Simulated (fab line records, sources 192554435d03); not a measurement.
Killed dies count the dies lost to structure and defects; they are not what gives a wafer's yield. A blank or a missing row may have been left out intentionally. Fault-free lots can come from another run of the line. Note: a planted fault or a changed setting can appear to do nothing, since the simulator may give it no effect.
Which tool was responsible? || flow n5 finfet || Sampling: 10 lots, 29 wafers, 4 of 1938 route steps

## WHAT THE GAUGES SHOWED, per wafer
N5_BEOL_M4_RC_MEAS_101.
{"lot": "L440", "measured": "day 7 13:00", "on": "prober-02", "CJ_P": "6.10 5.59", "DIBL_N (mV/V)": "36.6 34.4", "DIBL_P (mV/V)": "35.7 33.3", "IOFF_N (nA/um)": "0.16 0.13", "IOFF_P (nA/um)": "0.23 0.19", "ION_N (uA/um)": "678 683", "ION_P (uA/um)": "469 473", "SS_N (mV/dec)": "72.4 71.6", "SS_P (mV/dec)": "73.7 73.3", "VT_N (mV)": "250 252", "VT_P (mV)": "-252 -250"}
{"lot": "L441", "measured": "day 7 15:59", "on": "prober-02", "CJ_P": "5.74 5.72 5.66", "DIBL_N (mV/V)": "36.3 36.8 38.4", "DIBL_P (mV/V)": "36.0 36.5 37.9", "IOFF_N (nA/um)": "0.14 0.14 0.17", "IOFF_P (nA/um)": "0.21 0.21 0.25", "ION_N (uA/um)": "683 665 676", "ION_P (uA/um)": "471 462 464", "SS_N (mV/dec)": "71.0 71.5 71.2", "SS_P (mV/dec)": "73.8 73.4 74.0", "VT_N (mV)": "254 253 250", "VT_P (mV)": "-254 -253 -251"}
{"lot": "L445", "measured": "day 8 20:27", "on": "prober-01", "CJ_P": "6.51 6.39 6.51", "DIBL_N (mV/V)": "34.0 35.5 32.7", "DIBL_P (mV/V)": "34.1 35.9 32.6", "IOFF_N (nA/um)": "0.12 0.15 0.11", "IOFF_P (nA/um)": "0.16 0.17 0.14", "ION_N (uA/um)": "665 666 669", "ION_P (uA/um)": "392 385 385", "SS_N (mV/dec)": "70.5 70.8 70.6", "SS_P (mV/dec)": "73.0 73.2 72.9", "VT_N (mV)": "253 251 256", "VT_P (mV)": "-256 -253 -258"}
{"lot": "L446", "measured": "day 9 00:52", "on": "prober-01", "CJ_P": "5.47 5.57 5.93", "DIBL_N (mV/V)": "39.4 39.9 40.0", "DIBL_P (mV/V)": "39.1 40.1 39.6", "IOFF_N (nA/um)": "0.25 0.24 0.26", "IOFF_P (nA/um)": "0.27 0.28 0.28", "ION_N (uA/um)": "681 683 683", "ION_P (uA/um)": "460 461 464", "SS_N (mV/dec)": "72.0 72.9 72.5", "SS_P (mV/dec)": "74.2 74.2 73.5", "VT_N (mV)": "244 245 246", "VT_P (mV)": "-247 -247 -248"}
{"lot": "L449", "measured": "day 9 14:40", "on": "prober-02", "CJ_P": "5.63 5.87 5.65", "DIBL_N (mV/V)": "34.8 36.3 37.1", "DIBL_P (mV/V)": "35.7 37.0 38.3", "IOFF_N (nA/um)": "0.14 0.16 0.18", "IOFF_P (nA/um)": "0.18 0.19 0.22", "ION_N (uA/um)": "652 679 665", "ION_P (uA/um)": "452 461 455", "SS_N (mV/dec)": "70.9 71.2 71.7", "SS_P (mV/dec)": "72.8 73.4 74.2", "VT_N (mV)": "247 250 246", "VT_P (mV)": "-252 -254 -250"}
{"lot": "L454", "measured": "day 11 05:43", "on": "prober-01", "CJ_P": "5.75 6.06 5.74", "DIBL_N (mV/V)": "36.4 35.1 38.9", "DIBL_P (mV/V)": "38.2 35.3 40.0", "IOFF_N (nA/um)": "0.18 0.15 0.22", "IOFF_P (nA/um)": "0.25 0.19 0.27", "ION_N (uA/um)": "687 670 682", "ION_P (uA/um)": "474 457 467", "SS_N (mV/dec)": "71.8 71.4 72.6", "SS_P (mV/dec)": "73.9 73.2 74.5", "VT_N (mV)": "246 249 246", "VT_P (mV)": "-248 -250 -250"}
{"lot": "L455", "measured": "day 11 16:39", "on": "prober-02", "CJ_P": "5.61 5.80 6.03", "DIBL_N (mV/V)": "36.4 34.2 34.8", "DIBL_P (mV/V)": "34.9 32.6 34.5", "IOFF_N (nA/um)": "0.15 0.12 0.14", "IOFF_P (nA/um)": "0.19 0.16 0.19", "ION_N (uA/um)": "674 643 660", "ION_P (uA/um)": "457 451 459", "SS_N (mV/dec)": "71.6 71.2 70.7", "SS_P (mV/dec)": "72.7 71.4 73.0", "VT_N (mV)": "248 255 253", "VT_P (mV)": "-251 -251 -252"}
{"lot": "L458", "measured": "day 11 21:50", "on": "prober-01", "CJ_P": "5.83 5.68 5.96", "DIBL_N (mV/V)": "37.7 37.0 38.1", "DIBL_P (mV/V)": "38.2 36.0 37.4", "IOFF_N (nA/um)": "0.18 0.15 0.19", "IOFF_P (nA/um)": "0.22 0.20 0.23", "ION_N (uA/um)": "687 668 676", "ION_P (uA/um)": "465 461 464", "SS_N (mV/dec)": "71.7 72.2 72.0", "SS_P (mV/dec)": "73.5 73.6 73.1", "VT_N (mV)": "249 250 250", "VT_P (mV)": "-252 -255 -248"}
{"lot": "L462", "measured": "day 13 07:39", "on": "prober-01", "CJ_P": "6.17 5.75 5.80", "DIBL_N (mV/V)": "34.2 37.2 36.9", "DIBL_P (mV/V)": "32.7 37.0 36.4", "IOFF_N (nA/um)": "0.10 0.15 0.14", "IOFF_P (nA/um)": "0.14 0.19 0.19", "ION_N (uA/um)": "656 667 666", "ION_P (uA/um)": "455 456 463", "SS_N (mV/dec)": "70.4 71.2 71.6", "SS_P (mV/dec)": "71.8 72.6 72.9", "VT_N (mV)": "257 251 252", "VT_P (mV)": "-254 -253 -255"}
{"lot": "L463", "measured": "day 13 10:01", "on": "prober-01", "CJ_P": "5.74 5.78 6.14", "DIBL_N (mV/V)": "37.9 39.1 39.1", "DIBL_P (mV/V)": "38.5 41.1 41.7", "IOFF_N (nA/um)": "0.19 0.23 0.25", "IOFF_P (nA/um)": "0.23 0.28 0.29", "ION_N (uA/um)": "687 697 708", "ION_P (uA/um)": "466 472 478", "SS_N (mV/dec)": "71.7 73.3 72.5", "SS_P (mV/dec)": "74.6 74.0 74.3", "VT_N (mV)": "248 245 243", "VT_P (mV)": "-249 -248 -248"}

## EACH LOT AND THE TOOL THAT RAN IT (in order: tool; ch and the chambers of the sampled wafers; start)
{"lot": "L440", "N5_SDB_ALD_29": "ald sin-02 ch 1,2, day 3 19:43", "N5_BEOL_M4_SPUTTER_88": "pvd sputter-02, day 7 10:50", "N5_BEOL_M4_SPUTTER_90": "pvd sputter-02, day 7 11:04"}
{"lot": "L441", "N5_SDB_ALD_29": "ald sin-03 ch 1,2,3, day 4 00:04", "N5_BEOL_M4_SPUTTER_88": "pvd sputter-01, day 7 13:40", "N5_BEOL_M4_SPUTTER_90": "pvd sputter-01, day 7 13:53"}
{"lot": "L445", "N5_SDB_ALD_29": "ald sin-03 ch 0,2,3, day 5 00:49", "N5_BEOL_M4_SPUTTER_88": "pvd sputter-02, day 8 17:38", "N5_BEOL_M4_SPUTTER_90": "pvd sputter-02, day 8 17:52"}
{"lot": "L446", "N5_SDB_ALD_29": "ald sin-04 ch 1,3, day 5 07:13", "N5_BEOL_M4_SPUTTER_88": "pvd sputter-01, day 8 22:50", "N5_BEOL_M4_SPUTTER_90": "pvd sputter-01, day 8 23:03"}
{"lot": "L449", "N5_SDB_ALD_29": "ald sin-02 ch 1,2, day 5 23:40", "N5_BEOL_M4_SPUTTER_88": "pvd sputter-03, day 9 12:10", "N5_BEOL_M4_SPUTTER_90": "pvd sputter-03, day 9 12:23"}
{"lot": "L454", "N5_SDB_ALD_29": "ald sin-04 ch 0,2,3, day 7 07:25", "N5_BEOL_M4_SPUTTER_88": "pvd sputter-01, day 11 03:40", "N5_BEOL_M4_SPUTTER_90": "pvd sputter-01, day 11 03:53"}
{"lot": "L455", "N5_SDB_ALD_29": "ald sin-02 ch 0,2,3, day 7 16:29", "N5_BEOL_M4_SPUTTER_88": "pvd sputter-03, day 11 14:36", "N5_BEOL_M4_SPUTTER_90": "pvd sputter-03, day 11 14:50"}
{"lot": "L458", "N5_SDB_ALD_29": "ald sin-04 ch 2,3, day 8 06:28", "N5_BEOL_M4_SPUTTER_88": "pvd sputter-02, day 11 19:41", "N5_BEOL_M4_SPUTTER_90": "pvd sputter-02, day 11 19:55"}
{"lot": "L462", "N5_SDB_ALD_29": "ald sin-04 ch 0,2,3, day 9 07:01", "N5_BEOL_M4_SPUTTER_88": "pvd sputter-02, day 13 05:20", "N5_BEOL_M4_SPUTTER_90": "pvd sputter-02, day 13 05:33"}
{"lot": "L463", "N5_SDB_ALD_29": "ald sin-04 ch 0,3, day 9 12:13", "N5_BEOL_M4_SPUTTER_88": "pvd sputter-02, day 13 07:52", "N5_BEOL_M4_SPUTTER_90": "pvd sputter-02, day 13 08:05"}
- N5_SDB_ALD_29: deposits SiNx, target thk 30 nm, pulse time 1 s, ald cycles 600.
- N5_BEOL_M4_SPUTTER_88: material Cu, target thk 4.5 nm, time 8.29 s.
- N5_BEOL_M4_SPUTTER_90: material Cu, target thk 4.5 nm, time 8.29 s.

## AS READ BY THE TOOLS THEMSELVES (means over the sampled wafers that have a number; for cases with no such wafer, the mark the record gives instead)
N5_SDB_ALD_29.
{"lot": "L440", "tool": "ald sin-02", "heater power w (W)": 857, "precursor pulse height rel": 0.994}
{"lot": "L441", "tool": "ald sin-03", "heater power w (W)": 928, "precursor pulse height rel": 0.986}
{"lot": "L445", "tool": "ald sin-03", "heater power w (W)": 958, "precursor pulse height rel": 0.990}
{"lot": "L446", "tool": "ald sin-04", "heater power w (W)": 734, "precursor pulse height rel": 1.011}
{"lot": "L449", "tool": "ald sin-02", "heater power w (W)": 838, "precursor pulse height rel": 0.986}
{"lot": "L454", "tool": "ald sin-04", "heater power w (W)": 839, "precursor pulse height rel": 0.990}
{"lot": "L455", "tool": "ald sin-02", "heater power w (W)": 852, "precursor pulse height rel": 0.996}
{"lot": "L458", "tool": "ald sin-04", "heater power w (W)": 812, "precursor pulse height rel": 0.982}
{"lot": "L462", "tool": "ald sin-04", "heater power w (W)": 843, "precursor pulse height rel": 1.016}
{"lot": "L463", "tool": "ald sin-04", "heater power w (W)": 879, "precursor pulse height rel": 0.990}

N5_BEOL_M4_SPUTTER_88.
{"lot": "L440", "tool": "pvd sputter-02", "chuck gas flow sccm (sccm)": 1.26, "throttle valve pct (%)": 28.7}
{"lot": "L441", "tool": "pvd sputter-01", "chuck gas flow sccm (sccm)": 1.32, "throttle valve pct (%)": 28.5}
{"lot": "L445", "tool": "pvd sputter-02", "chuck gas flow sccm (sccm)": 1.24, "throttle valve pct (%)": 29.5}
{"lot": "L446", "tool": "pvd sputter-01", "chuck gas flow sccm (sccm)": 1.25, "throttle valve pct (%)": 28.9}
{"lot": "L449", "tool": "pvd sputter-03", "chuck gas flow sccm (sccm)": 1.25, "throttle valve pct (%)": 30.3}
{"lot": "L454", "tool": "pvd sputter-01", "chuck gas flow sccm (sccm)": 1.34, "throttle valve pct (%)": 29.0}
{"lot": "L455", "tool": "pvd sputter-03", "chuck gas flow sccm (sccm)": 1.26, "throttle valve pct (%)": 29.5}
{"lot": "L458", "tool": "pvd sputter-02", "chuck gas flow sccm (sccm)": 1.29, "throttle valve pct (%)": 28.8}
{"lot": "L462", "tool": "pvd sputter-02", "chuck gas flow sccm (sccm)": 1.26, "throttle valve pct (%)": 29.4}
{"lot": "L463", "tool": "pvd sputter-02", "chuck gas flow sccm (sccm)": 1.28, "throttle valve pct (%)": 29.4}

N5_BEOL_M4_SPUTTER_90.
{"lot": "L440", "tool": "pvd sputter-02", "chuck gas flow sccm (sccm)": 1.27, "throttle valve pct (%)": 28.9}
{"lot": "L441", "tool": "pvd sputter-01", "chuck gas flow sccm (sccm)": 1.34, "throttle valve pct (%)": 28.6}
{"lot": "L445", "tool": "pvd sputter-02", "chuck gas flow sccm (sccm)": 1.22, "throttle valve pct (%)": 29.6}
{"lot": "L446", "tool": "pvd sputter-01", "chuck gas flow sccm (sccm)": 1.31, "throttle valve pct (%)": 28.9}
{"lot": "L449", "tool": "pvd sputter-03", "chuck gas flow sccm (sccm)": 1.31, "throttle valve pct (%)": 30.2}
{"lot": "L454", "tool": "pvd sputter-01", "chuck gas flow sccm (sccm)": 1.25, "throttle valve pct (%)": 29.1}
{"lot": "L455", "tool": "pvd sputter-03", "chuck gas flow sccm (sccm)": 1.27, "throttle valve pct (%)": 29.3}
{"lot": "L458", "tool": "pvd sputter-02", "chuck gas flow sccm (sccm)": 1.28, "throttle valve pct (%)": 28.6}
{"lot": "L462", "tool": "pvd sputter-02", "chuck gas flow sccm (sccm)": 1.28, "throttle valve pct (%)": 29.4}
{"lot": "L463", "tool": "pvd sputter-02", "chuck gas flow sccm (sccm)": 1.19, "throttle valve pct (%)": 29.4}

## THE ANSWER, worked out from the rows above alone
Rule: the lots themselves supply what counts as usual. Put in order of their means at a reading, lots are off if they are a third of the lots or fewer, leave a main group of 4 or more, and stand apart from it by a gap of 3 or more times the standard deviation of the main group's means; of several such gaps the widest counts. The tables above print the reading to a certain number of digits; a main group whose means all agree to those digits is not used. Also off: a lot with no number at a reading for which 4 or more lots have one. Any other lot the step has rows for is counted as sound. Order of review: gauges by route order, followed by the tools' own readings, for which a lot's mean as printed above is used. At the first step where some lot is off, the reading lying furthest off is the one used; lots without a number count as furthest.
Off: L445, seen at N5_BEOL_M4_RC_MEAS_101 (ION_P). The main group: mean 463 uA/um, standard deviation 5.7.
A tool fits if, at a process step before that reading, it ran every lot that is off, and no sound lot after the first of them. Those tools and the gauges at N5_BEOL_M4_RC_MEAS_101 are tried in the same way. One candidate fits, namely ald sin-03 at N5_SDB_ALD_29. Its last sound lot is L441 (day 4 00:04), its first lot that is off L445 (day 5 00:49): a fault that began between those two fits.

## WHAT THE SIMULATOR PUT IN
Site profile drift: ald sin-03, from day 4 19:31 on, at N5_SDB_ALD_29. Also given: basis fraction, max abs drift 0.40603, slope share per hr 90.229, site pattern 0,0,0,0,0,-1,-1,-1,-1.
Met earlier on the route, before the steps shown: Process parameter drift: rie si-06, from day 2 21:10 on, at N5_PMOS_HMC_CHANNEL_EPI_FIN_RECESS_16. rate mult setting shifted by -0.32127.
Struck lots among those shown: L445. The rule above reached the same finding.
